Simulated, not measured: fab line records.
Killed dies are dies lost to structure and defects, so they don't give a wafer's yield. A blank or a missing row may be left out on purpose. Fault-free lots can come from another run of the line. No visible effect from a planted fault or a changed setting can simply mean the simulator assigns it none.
fab line records / flow nandHarc
record: lots: 14 wafers: 42 lastDay: 33
route steps=1302 shown A_ONON_D1@427 END@1302
lots with no fault: from the same line, run without faults
startH: hours from the record's first day to the start of the lot's first wafer shown / waitH: time in hours since the lot's previous step / " identical to the entry in the row above / L1.1+2: one row covering several wafers at once / - no value present, or no start provided / * or withheld: withheld / < > ~ a bound
route shown NAME@n: names a module that has steps shown in the file, with the first one's number in the route / usual: mean and standard deviation over wafers with no fault / same: alike in all rows / chamber/n: place in a boat / sites: the reading at each site / _std_site: standard deviation of those values / _edge_site: inner sites' mean taken away from outer sites' mean / radiusMm: for every site, how far away it sits from the centre of the wafer / mask NAME#n: copy n / behind: tool/chamber where the wafer was last shaped / hold: the reason the lot was held/the length of the hold in hours/how it ended / device: the n, p or np transistor that did not switch / end of line: tests run on the same wafers once the route is complete / a step without rows: its recipe alone / killed: dies that structure and defects cost at the first sort, which is not the same as the wafer's yield / map: per-die view of a wafer (x killed, . not killed, _ where there is no die)
set.NAME: the setting that was run; set.NAME@STEP: the one run at that earlier step / model.NAME: the simulator's own value behind a step, which no gauge read
route steps across a sampled set of lots; one table per step, one row per wafer
services: from which hour (startH, from the record's first day; less than 0 if before it) a tool's chamber was out of use, for how many hours, and why
== steps ==
step: NHARC_A_ONON_D1_THK_MEAS_05
recipe: thkMeasGauge: ellipsometry
usual: thkNm: 999/7.2
lot.wafer=L355.4 tool=filmMetro-01 chamber=- startH=160.92 waitH=- thkNm=999
lot.wafer=L355.5 tool=filmMetro-01 chamber=- startH=160.92 waitH=- thkNm=999
lot.wafer=L355.6 tool=filmMetro-01 chamber=- startH=160.92 waitH=- thkNm=999
lot.wafer=L356.1 tool=filmMetro-01 chamber=- startH=175.44 waitH=- thkNm=1009
lot.wafer=L356.2 tool=filmMetro-01 chamber=- startH=175.44 waitH=- thkNm=1009
lot.wafer=L356.6 tool=filmMetro-01 chamber=- startH=175.44 waitH=- thkNm=1007
lot.wafer=L357.2 tool=filmMetro-01 chamber=- startH=178.95 waitH=- thkNm=987
lot.wafer=L357.4 tool=filmMetro-01 chamber=- startH=178.95 waitH=- thkNm=986
lot.wafer=L357.6 tool=filmMetro-01 chamber=- startH=178.95 waitH=- thkNm=987
lot.wafer=L358.1 tool=filmMetro-01 chamber=- startH=195.14 waitH=- thkNm=987
lot.wafer=L358.4 tool=filmMetro-01 chamber=- startH=195.14 waitH=- thkNm=987
lot.wafer=L358.6 tool=filmMetro-01 chamber=- startH=195.14 waitH=- thkNm=986
lot.wafer=L360.2 tool=filmMetro-01 chamber=- startH=210.14 waitH=- thkNm=997
lot.wafer=L360.4 tool=filmMetro-01 chamber=- startH=210.14 waitH=- thkNm=996
lot.wafer=L360.6 tool=filmMetro-01 chamber=- startH=210.14 waitH=- thkNm=996
lot.wafer=L361.2 tool=filmMetro-02 chamber=- startH=223.67 waitH=- thkNm=1000
lot.wafer=L361.5 tool=filmMetro-02 chamber=- startH=223.67 waitH=- thkNm=996
lot.wafer=L361.6 tool=filmMetro-02 chamber=- startH=223.67 waitH=- thkNm=997
lot.wafer=L363.1 tool=filmMetro-01 chamber=- startH=243.18 waitH=- thkNm=996
lot.wafer=L363.4 tool=filmMetro-01 chamber=- startH=243.18 waitH=- thkNm=996
lot.wafer=L363.6 tool=filmMetro-01 chamber=- startH=243.18 waitH=- thkNm=995
lot.wafer=L364.2 tool=filmMetro-02 chamber=- startH=252.86 waitH=- thkNm=1000
lot.wafer=L364.3 tool=filmMetro-02 chamber=- startH=252.86 waitH=- thkNm=1001
lot.wafer=L364.4 tool=filmMetro-02 chamber=- startH=252.86 waitH=- thkNm=1002
lot.wafer=L367.1 tool=filmMetro-01 chamber=- startH=278.95 waitH=- thkNm=1005
lot.wafer=L367.5 tool=filmMetro-01 chamber=- startH=278.95 waitH=- thkNm=1007
lot.wafer=L367.6 tool=filmMetro-01 chamber=- startH=278.95 waitH=- thkNm=1006
lot.wafer=L370.2 tool=filmMetro-01 chamber=- startH=307.94 waitH=- thkNm=1001
lot.wafer=L370.3 tool=filmMetro-01 chamber=- startH=307.94 waitH=- thkNm=1001
lot.wafer=L370.6 tool=filmMetro-01 chamber=- startH=307.94 waitH=- thkNm=1001
lot.wafer=L371.1 tool=filmMetro-01 chamber=- startH=327.61 waitH=- thkNm=994
lot.wafer=L371.4 tool=filmMetro-01 chamber=- startH=327.61 waitH=- thkNm=993
lot.wafer=L371.5 tool=filmMetro-01 chamber=- startH=327.61 waitH=- thkNm=992
lot.wafer=L374.2 tool=filmMetro-02 chamber=- startH=357.03 waitH=- thkNm=996
lot.wafer=L374.3 tool=filmMetro-02 chamber=- startH=357.03 waitH=- thkNm=998
lot.wafer=L374.6 tool=filmMetro-02 chamber=- startH=357.03 waitH=- thkNm=996
lot.wafer=L375.1 tool=filmMetro-02 chamber=- startH=361.72 waitH=- thkNm=1009
lot.wafer=L375.4 tool=filmMetro-02 chamber=- startH=361.72 waitH=- thkNm=1007
lot.wafer=L375.5 tool=filmMetro-02 chamber=- startH=361.72 waitH=- thkNm=1010
lot.wafer=L378.2 tool=filmMetro-01 chamber=- startH=391.80 waitH=- thkNm=985
lot.wafer=L378.4 tool=filmMetro-01 chamber=- startH=391.80 waitH=- thkNm=987
lot.wafer=L378.5 tool=filmMetro-01 chamber=- startH=391.80 waitH=- thkNm=986
step: NHARC_A_ONON_D1_THK_MEAS_18
recipe: thkMeasGauge: ellipsometry
usual: thkNm: 999/8.9
lot.wafer=L355.4 tool=filmMetro-01 chamber=- startH=170.27 waitH=- thkNm=1005
lot.wafer=L355.5 tool=filmMetro-01 chamber=- startH=170.27 waitH=- thkNm=1006
lot.wafer=L355.6 tool=filmMetro-01 chamber=- startH=170.27 waitH=- thkNm=1007
lot.wafer=L356.1 tool=filmMetro-01 chamber=- startH=185.34 waitH=- thkNm=994
lot.wafer=L356.2 tool=filmMetro-01 chamber=- startH=185.34 waitH=- thkNm=994
lot.wafer=L356.6 tool=filmMetro-01 chamber=- startH=185.34 waitH=- thkNm=994
lot.wafer=L357.2 tool=filmMetro-02 chamber=- startH=185.48 waitH=- thkNm=999
lot.wafer=L357.4 tool=filmMetro-02 chamber=- startH=185.48 waitH=- thkNm=998
lot.wafer=L357.6 tool=filmMetro-02 chamber=- startH=185.48 waitH=- thkNm=999
lot.wafer=L358.1 tool=filmMetro-02 chamber=- startH=204.71 waitH=- thkNm=1010
lot.wafer=L358.4 tool=filmMetro-02 chamber=- startH=204.71 waitH=- thkNm=1007
lot.wafer=L358.6 tool=filmMetro-02 chamber=- startH=204.71 waitH=- thkNm=1006
lot.wafer=L360.2 tool=filmMetro-02 chamber=- startH=219.66 waitH=- thkNm=995
lot.wafer=L360.4 tool=filmMetro-02 chamber=- startH=219.66 waitH=- thkNm=996
lot.wafer=L360.6 tool=filmMetro-02 chamber=- startH=219.66 waitH=- thkNm=996
lot.wafer=L361.2 tool=filmMetro-01 chamber=- startH=233.16 waitH=- thkNm=1000
lot.wafer=L361.5 tool=filmMetro-01 chamber=- startH=233.16 waitH=- thkNm=1002
lot.wafer=L361.6 tool=filmMetro-01 chamber=- startH=233.16 waitH=- thkNm=1001
lot.wafer=L363.1 tool=filmMetro-02 chamber=- startH=252.64 waitH=- thkNm=999
lot.wafer=L363.4 tool=filmMetro-02 chamber=- startH=252.64 waitH=- thkNm=1000
lot.wafer=L363.6 tool=filmMetro-02 chamber=- startH=252.64 waitH=- thkNm=999
lot.wafer=L364.2 tool=filmMetro-01 chamber=- startH=265.02 waitH=- thkNm=1000
lot.wafer=L364.3 tool=filmMetro-01 chamber=- startH=265.02 waitH=- thkNm=999
lot.wafer=L364.4 tool=filmMetro-01 chamber=- startH=265.02 waitH=- thkNm=997
lot.wafer=L367.1 tool=filmMetro-01 chamber=- startH=289.05 waitH=- thkNm=1005
lot.wafer=L367.5 tool=filmMetro-01 chamber=- startH=289.05 waitH=- thkNm=1008
lot.wafer=L367.6 tool=filmMetro-01 chamber=- startH=289.05 waitH=- thkNm=1006
lot.wafer=L370.2 tool=filmMetro-01 chamber=- startH=317.47 waitH=- thkNm=1009
lot.wafer=L370.3 tool=filmMetro-01 chamber=- startH=317.47 waitH=- thkNm=1007
lot.wafer=L370.6 tool=filmMetro-01 chamber=- startH=317.47 waitH=- thkNm=1009
lot.wafer=L371.1 tool=filmMetro-02 chamber=- startH=340.41 waitH=- thkNm=990
lot.wafer=L371.4 tool=filmMetro-02 chamber=- startH=340.41 waitH=- thkNm=994
lot.wafer=L371.5 tool=filmMetro-02 chamber=- startH=340.41 waitH=- thkNm=992
lot.wafer=L374.2 tool=filmMetro-01 chamber=- startH=366.48 waitH=- thkNm=1001
lot.wafer=L374.3 tool=filmMetro-01 chamber=- startH=366.48 waitH=- thkNm=1000
lot.wafer=L374.6 tool=filmMetro-01 chamber=- startH=366.48 waitH=- thkNm=1002
lot.wafer=L375.1 tool=filmMetro-02 chamber=- startH=371.27 waitH=- thkNm=1011
lot.wafer=L375.4 tool=filmMetro-02 chamber=- startH=371.27 waitH=- thkNm=1014
lot.wafer=L375.5 tool=filmMetro-02 chamber=- startH=371.27 waitH=- thkNm=1010
lot.wafer=L378.2 tool=filmMetro-02 chamber=- startH=401.29 waitH=- thkNm=996
lot.wafer=L378.4 tool=filmMetro-02 chamber=- startH=401.29 waitH=- thkNm=997
lot.wafer=L378.5 tool=filmMetro-02 chamber=- startH=401.29 waitH=- thkNm=995
step: NHARC_A_ONON_D1_DEP_19
recipe: targetThkA: 10000 n2FlowSccm: 2750 n2oFlowSccm: 2000 nh3FlowSccm: 500 sih4FlowSccm: 210 tempC: 400
lot.wafer=L355.4+5+6 tool=pecvdOnon-02 chamber=0 startH=170.50 waitH=0.2
lot.wafer=L356.1+2+6 tool=pecvdOnon-03 chamber=0 startH=185.39 waitH=0.1
lot.wafer=L357.2+4+6 tool=pecvdOnon-04 chamber=0 startH=185.60 waitH=0.1
lot.wafer=L358.1+4+6 tool=pecvdOnon-02 chamber=0 startH=204.77 waitH=0.1
lot.wafer=L360.2+4+6 tool=pecvdOnon-02 chamber=0 startH=219.77 waitH=0.1
lot.wafer=L361.2+5+6 tool=pecvdOnon-02 chamber=0 startH=233.27 waitH=0.1
lot.wafer=L363.1+4+6 tool=pecvdOnon-02 chamber=0 startH=252.70 waitH=0.1
lot.wafer=L364.2+3+4 tool=pecvdOnon-03 chamber=0 startH=265.14 waitH=0.1
lot.wafer=L367.1+5+6 tool=pecvdOnon-02 chamber=0 startH=289.11 waitH=0.1
lot.wafer=L370.2+3+6 tool=pecvdOnon-02 chamber=0 startH=317.59 waitH=0.1
lot.wafer=L371.1+4+5 tool=pecvdOnon-04 chamber=0 startH=340.47 waitH=0.1
lot.wafer=L374.2+3+6 tool=pecvdOnon-03 chamber=0 startH=366.60 waitH=0.1
lot.wafer=L375.1+4+5 tool=pecvdOnon-04 chamber=0 startH=371.32 waitH=0.1
lot.wafer=L378.2+4+5 tool=pecvdOnon-02 chamber=0 startH=401.41 waitH=0.1
step: NHARC_A_ONON_D1_THK_MEAS_21
recipe: thkMeasGauge: ellipsometry
usual: thkNm: 997/6.1
lot.wafer=L355.4 tool=filmMetro-01 chamber=- startH=170.84 waitH=- thkNm=993
lot.wafer=L355.5 tool=filmMetro-01 chamber=- startH=170.84 waitH=- thkNm=993
lot.wafer=L355.6 tool=filmMetro-01 chamber=- startH=170.84 waitH=- thkNm=992
lot.wafer=L356.1 tool=filmMetro-01 chamber=- startH=185.91 waitH=- thkNm=996
lot.wafer=L356.2 tool=filmMetro-01 chamber=- startH=185.91 waitH=- thkNm=997
lot.wafer=L356.6 tool=filmMetro-01 chamber=- startH=185.91 waitH=- thkNm=996
lot.wafer=L357.2 tool=filmMetro-02 chamber=- startH=186.05 waitH=- thkNm=1008
lot.wafer=L357.4 tool=filmMetro-02 chamber=- startH=186.05 waitH=- thkNm=1008
lot.wafer=L357.6 tool=filmMetro-02 chamber=- startH=186.05 waitH=- thkNm=1009
lot.wafer=L358.1 tool=filmMetro-01 chamber=- startH=205.28 waitH=- thkNm=997
lot.wafer=L358.4 tool=filmMetro-01 chamber=- startH=205.28 waitH=- thkNm=998
lot.wafer=L358.6 tool=filmMetro-01 chamber=- startH=205.28 waitH=- thkNm=997
lot.wafer=L360.2 tool=filmMetro-02 chamber=- startH=220.22 waitH=- thkNm=1007
lot.wafer=L360.4 tool=filmMetro-02 chamber=- startH=220.22 waitH=- thkNm=1008
lot.wafer=L360.6 tool=filmMetro-02 chamber=- startH=220.22 waitH=- thkNm=1006
lot.wafer=L361.2 tool=filmMetro-01 chamber=- startH=233.72 waitH=- thkNm=996
lot.wafer=L361.5 tool=filmMetro-01 chamber=- startH=233.72 waitH=- thkNm=996
lot.wafer=L361.6 tool=filmMetro-01 chamber=- startH=233.72 waitH=- thkNm=995
lot.wafer=L363.1 tool=filmMetro-02 chamber=- startH=253.21 waitH=- thkNm=1001
lot.wafer=L363.4 tool=filmMetro-02 chamber=- startH=253.21 waitH=- thkNm=997
lot.wafer=L363.6 tool=filmMetro-02 chamber=- startH=253.21 waitH=- thkNm=1001
lot.wafer=L364.2 tool=filmMetro-01 chamber=- startH=265.59 waitH=- thkNm=986
lot.wafer=L364.3 tool=filmMetro-01 chamber=- startH=265.59 waitH=- thkNm=988
lot.wafer=L364.4 tool=filmMetro-01 chamber=- startH=265.59 waitH=- thkNm=988
lot.wafer=L367.1 tool=filmMetro-02 chamber=- startH=289.62 waitH=- thkNm=1436
lot.wafer=L367.5 tool=filmMetro-02 chamber=- startH=289.62 waitH=- thkNm=1436
lot.wafer=L367.6 tool=filmMetro-02 chamber=- startH=289.62 waitH=- thkNm=1438
lot.wafer=L370.2 tool=filmMetro-02 chamber=- startH=318.06 waitH=- thkNm=1424
lot.wafer=L370.3 tool=filmMetro-02 chamber=- startH=318.06 waitH=- thkNm=1424
lot.wafer=L370.6 tool=filmMetro-02 chamber=- startH=318.06 waitH=- thkNm=1424
lot.wafer=L371.1 tool=filmMetro-01 chamber=- startH=340.98 waitH=- thkNm=993
lot.wafer=L371.4 tool=filmMetro-01 chamber=- startH=340.98 waitH=- thkNm=992
lot.wafer=L371.5 tool=filmMetro-01 chamber=- startH=340.98 waitH=- thkNm=994
lot.wafer=L374.2 tool=filmMetro-01 chamber=- startH=367.06 waitH=- thkNm=1005
lot.wafer=L374.3 tool=filmMetro-01 chamber=- startH=367.06 waitH=- thkNm=1004
lot.wafer=L374.6 tool=filmMetro-01 chamber=- startH=367.06 waitH=- thkNm=1003
lot.wafer=L375.1 tool=filmMetro-02 chamber=- startH=371.84 waitH=- thkNm=991
lot.wafer=L375.4 tool=filmMetro-02 chamber=- startH=371.84 waitH=- thkNm=994
lot.wafer=L375.5 tool=filmMetro-02 chamber=- startH=371.84 waitH=- thkNm=993
lot.wafer=L378.2 tool=filmMetro-01 chamber=- startH=401.86 waitH=- thkNm=993
lot.wafer=L378.4 tool=filmMetro-01 chamber=- startH=401.86 waitH=- thkNm=992
lot.wafer=L378.5 tool=filmMetro-01 chamber=- startH=401.86 waitH=- thkNm=993
step: NHARC_END_SORT_01
recipe: tempC: 25
usual: killedAtArray: 55/20 killedAtOther: 1.2/1.3 killedAtPeriphery: 4.0/3 killedDies: 60/21 killedOpen: 3.2/1.9 killedShort: 2.5/1.6
same: grossDies: 677
lot.wafer=L367.1 tool=prober-01 chamber=0 startH=684.72 waitH=2.5 killedAtArray=669 killedAtOther=0 killedAtPeriphery=8 killedDies=677 killedOpen=4 killedShort=1
lot.wafer=L367.5 tool=prober-01 chamber=0 startH=687.89 waitH=3.7 killedAtArray=669 killedAtOther=2 killedAtPeriphery=6 killedDies=677 killedOpen=4 killedShort=1
lot.wafer=L367.6 tool=prober-01 chamber=0 startH=688.69 waitH=4.0 killedAtArray=674 killedAtOther=1 killedAtPeriphery=2 killedDies=677 killedOpen=2 killedShort=3
killed by level:class
L367.1 A_ONON_D1:areaDep=601 A_SLIT:chamberFilmFlake=34 A_CHANNEL_HOLE_D2:chamberFilmFlake=12 A_CONTACT:chamberFilmFlake=9 P_BONDPAD:chamberFilmFlake=5 A_CHANNEL_HOLE_D1:chamberFilmFlake=3 P_GATE:chamberFilmFlake=2 A_WL_FILL:chamberFilmFlake=2
L367.5 A_ONON_D1:areaDep=617 A_SLIT:chamberFilmFlake=17 A_CHANNEL_HOLE_D2:chamberFilmFlake=12 A_CHANNEL_HOLE_D1:chamberFilmFlake=8 A_CONTACT:chamberFilmFlake=7 A_STAIRCASE:chamberFilmFlake=3 P_GATE:chamberFilmFlake=2 P_BONDPAD:chamberFilmFlake=2
L367.6 A_ONON_D1:areaDep=609 A_SLIT:chamberFilmFlake=31 A_CHANNEL_HOLE_D2:chamberFilmFlake=15 A_CHANNEL_HOLE_D1:chamberFilmFlake=5 A_STAIRCASE:chamberFilmFlake=3 A_WL_FILL:chamberFilmFlake=3 A_CONTACT:chamberFilmFlake=3 A_ONON_D1:geometricParticle:short=1
== services ==
tool=pecvdOnon-02 chamber=- startH=185.14 hours=13.0 kind=pm
tool=pecvdOnon-03 chamber=- startH=237.41 hours=13.0 kind=pm
tool=pecvdOnon-04 chamber=- startH=311.17 hours=13.0 kind=pm
tool=pecvdOnon-02 chamber=- startH=366.32 hours=13.0 kind=pm
== key ==
firstSign: step: NHARC_A_ONON_D1_THK_MEAS_21 reading: thkNm direction: up sigmas: 71 usual: 997 struck: 1430
effect: step: NHARC_END_SORT_01 reading: killedAtArray direction: up sigmas: 30 usual: 55 struck: 671
moreKillsBornAt: NHARC_A_ONON_D1_DEP_19@pecvdOnon-02: 1827
metAt NHARC_A_ONON_D1_DEP_19
struckLots L367,L370
rowsEnd L370.2,L370.3,L370.6
laterRowsLeftOut L367.1,L367.5,L367.6
testerLeftOut L367
notActingAt NHARC_A_ONON_D1_THK_MEAS_05,NHARC_A_ONON_D1_THK_MEAS_18
onsetBetween 252.70 289.11
fault: kind: processParameterDrift tool: pecvdOnon-02 chamber: - onsetH: 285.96 steps: NHARC_A_ONON_D1_DEP_19 channel: targetThkA offset: * shape: step endH: 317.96 actsIn: * stated: *
testerLeftOut: of these lots the tester's yield and bins aren't shown, on N5 and GAA mostly nor the transistor test; their killed dies are dies lost to structure and defects alone, not to doping, threshold or leakage, so they don't give the yield
laterRowsLeftOut: the simulator's readings of these wafers behind a module that went badly wrong aren't trusted and aren't shown, but for the sort
rowsEnd: these wafers met a further fault down the route, and their rows from its step on are left out
